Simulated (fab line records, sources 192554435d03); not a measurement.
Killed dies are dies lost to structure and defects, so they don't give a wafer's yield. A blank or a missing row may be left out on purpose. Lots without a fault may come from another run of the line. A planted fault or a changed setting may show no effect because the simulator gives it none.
Which tool did it? | flow n5_finfet | 11 lots, 31 wafers sampled, at 2 steps of a route of 1938

WHAT THE GAUGES READ, wafer by wafer
N5_PASSIVATION_OVL_MEAS_60. Usual: TV_OVL 6 nm, standard deviation 5.
lot  | measured     | on         | TV_OVL (nm) | flag
L385 | day 11 19:49 | overlay-02 | 3 9 2       |
L389 | day 13 09:34 | overlay-02 | -1 6 0      |
L391 | day 13 10:33 | overlay-01 | 16 13 11    |
L392 | day 14 10:11 | overlay-02 | 6 2 4       |
L394 | day 14 14:52 | overlay-01 | 15 12 11    |
L393 | day 14 15:13 | overlay-01 | 4 -1 1      |
L399 | day 15 15:18 | overlay-02 | 1 11 8      |
L400 | day 15 15:41 | overlay-01 | 7 1 7       |
L405 | day 17 04:43 | overlay-02 | 4 3 14      |
L404 | day 17 18:29 | overlay-01 | 0           |
L406 | day 17 22:19 | overlay-02 | -2 3 0      |

WHICH TOOL RAN EACH LOT (tool, then ch and the chambers of the sampled wafers, then the start)
lot  | N5_MIM_TOP_ETCH_ETCH_00
L385 | rie_metal-03 ch 0,1, day 11 17:40
L389 | rie_metal-01 ch 0,1, day 13 06:52
L391 | rie_metal-03 ch 0,1, day 13 07:13
L392 | rie_metal-02 ch 0,1, day 14 03:17
L394 | rie_metal-02 ch 0,1, day 14 11:31
L393 | rie_metal-03 ch 0,1, day 14 11:37
L399 | rie_metal-02 ch 0,1, day 15 12:14
L400 | rie_metal-01 ch 0,1, day 15 13:22
L405 | rie_metal-03 ch 0, day 17 02:29
L404 | rie_metal-02 ch 0, day 17 10:50
L406 | rie_metal-01 ch 0,1, day 17 19:10
- N5_MIM_TOP_ETCH_ETCH_00: etches TiN in Cl2/BCl3, target depth 38.5 nm.

WHAT THE TOOLS THEMSELVES READ (means of the sampled wafers that have a number; where no wafer has one, the mark that the record gives instead)
N5_MIM_TOP_ETCH_ETCH_00. Usual: drypump_motor_current_A 5.6 A, standard deviation 0.47; mfc_ar_sccm 25.01 sccm, standard deviation 0.068; oes_ar_750_au 0.76 a.u., standard deviation 0.09; oes_product_au 0.76 a.u., standard deviation 0.092; throttle_valve_pct 22.64 %, standard deviation 0.14.
lot  | tool         | drypump_motor_current_A (A) | mfc_ar_sccm (sccm) | oes_ar_750_au (a.u.) | oes_product_au (a.u.) | throttle_valve_pct (%) | flag
L385 | rie_metal-03 | 5.4                         | 25.04              | 0.68                 | 0.70                  | 22.69                  |
L389 | rie_metal-01 | 5.7                         | 24.98              | 0.71                 | 0.71                  | 22.72                  |
L391 | rie_metal-03 | 5.4                         | 25.03              | 0.68                 | 0.68                  | 22.72                  |
L392 | rie_metal-02 | 5.9                         | 25.00              | 0.85                 | 0.85                  | 22.51                  |
L394 | rie_metal-02 | 6.0                         | 25.01              | 0.85                 | 0.85                  | 22.51                  |
L393 | rie_metal-03 | 5.6                         | 24.98              | 0.69                 | 0.69                  | 22.79                  |
L399 | rie_metal-02 | 5.9                         | 25.04              | 0.83                 | 0.84                  | 22.52                  |
L400 | rie_metal-01 | 5.5                         | 24.97              | 0.87                 | 0.88                  | 22.54                  |
L405 | rie_metal-03 | 5.8                         | 24.97              | 0.70                 | 0.69                  | 22.87                  |
L404 | rie_metal-02 | 6.3                         | 25.01              | 0.85                 | 0.87                  | 22.48                  |
L406 | rie_metal-01 | 5.8                         | 24.99              | 0.78                 | 0.79                  | 22.66                  |

THE ANSWER, worked out from the rows above alone
Rule: a lot is off if the mean of its wafers that have a number lies more than 3 standard deviations from the usual mean. A lot without any number at a reading at which 4 lots or more have one is off too. The other lots that the step has rows for count as sound. The gauges are gone through in route order, then the tools' own readings, and for those a lot's mean is taken as printed above. The first step at which some lot is off is used, and at that step the reading that is off furthest; a lot without a number counts as furthest.
No lot is off at any reading shown: from this, nothing can be told.

WHAT THE SIMULATOR HAD PUT IN
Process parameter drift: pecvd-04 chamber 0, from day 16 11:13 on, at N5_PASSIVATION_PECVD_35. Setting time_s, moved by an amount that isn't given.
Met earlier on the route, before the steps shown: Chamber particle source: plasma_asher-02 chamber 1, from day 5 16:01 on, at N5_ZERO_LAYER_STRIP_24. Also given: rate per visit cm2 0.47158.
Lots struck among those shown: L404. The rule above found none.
